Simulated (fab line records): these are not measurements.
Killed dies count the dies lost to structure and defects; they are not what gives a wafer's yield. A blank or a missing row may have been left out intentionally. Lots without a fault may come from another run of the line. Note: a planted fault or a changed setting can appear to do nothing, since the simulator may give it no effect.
Chamber matching :: flow nand-harc :: 4 sister chambers for NHARC_A_STAIRCASE_ALD_415 on ald-hk-04
The step deposits SiO2, target thk 30 nm, pulse time 6 s, ald cycles 300. 8 wafers are shown with their chamber, then 7 later ones without.

WAFERS PAIRED WITH THEIR CHAMBERS
wafer: L076.4
chamber: 2
heater-power-w (W): 550
precursor-pulse-height-rel: 1.023

wafer: L078.5
chamber: 3
heater-power-w (W): 497
precursor-pulse-height-rel: 1.042

wafer: L078.6
chamber: 2
heater-power-w (W): 539
precursor-pulse-height-rel: 0.965

wafer: L082.1
chamber: 1
heater-power-w (W): 468
precursor-pulse-height-rel: 0.980

wafer: L082.4
chamber: 0
heater-power-w (W): 504
precursor-pulse-height-rel: 0.999

wafer: L082.5
chamber: 3
heater-power-w (W): 484
precursor-pulse-height-rel: 1.006

wafer: L086.2
chamber: 1
heater-power-w (W): 488
precursor-pulse-height-rel: 0.948

wafer: L086.4
chamber: 0
heater-power-w (W): 497
precursor-pulse-height-rel: 0.951

WAFERS WITH NO CHAMBER GIVEN
wafer: L086.5
heater-power-w (W): 527
precursor-pulse-height-rel: 1.038

wafer: L093.2
heater-power-w (W): 468
precursor-pulse-height-rel: 1.003

wafer: L093.5
heater-power-w (W): 549
precursor-pulse-height-rel: 0.998

wafer: L093.6
heater-power-w (W): 478
precursor-pulse-height-rel: 0.988

wafer: L094.2
heater-power-w (W): 479
precursor-pulse-height-rel: 0.997

wafer: L094.3
heater-power-w (W): 539
precursor-pulse-height-rel: 1.023

wafer: L094.5
heater-power-w (W): 560
precursor-pulse-height-rel: 0.983

WHICH CHAMBER EACH WENT THROUGH
wafer: L086.5
from the rows above: can't be placed: 2 or 0 or 3
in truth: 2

wafer: L093.2
from the rows above: can't be placed: 1 or 3 or 0
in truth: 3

wafer: L093.5
from the rows above: 2
in truth: 2

wafer: L093.6
from the rows above: can't be placed: 1 or 3 or 0
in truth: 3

wafer: L094.2
from the rows above: can't be placed: 1 or 3 or 0
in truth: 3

wafer: L094.3
from the rows above: 2
in truth: 2

wafer: L094.5
from the rows above: 2
in truth: 2
Placed correctly: 3 of 7. Unplaceable from these rows: 4, with the true chamber sitting among the candidates in 4. Placed wrongly: 0.
How it was worked out, from the rows above alone: a wafer's distance from a chamber is the root of the sum, over the readings, of the square of ((its reading less the chamber's mean) divided by the reading's scatter). The wafer belongs to the nearest chamber; if the next one is less than 2 further off, it can't be placed. For every chamber, the mean is computed from those of its wafers that are shown. The scatter: take each reading less its chamber's mean, square it, sum over the shown wafers, divide by the number of wafers less the number of chambers, and take the root.
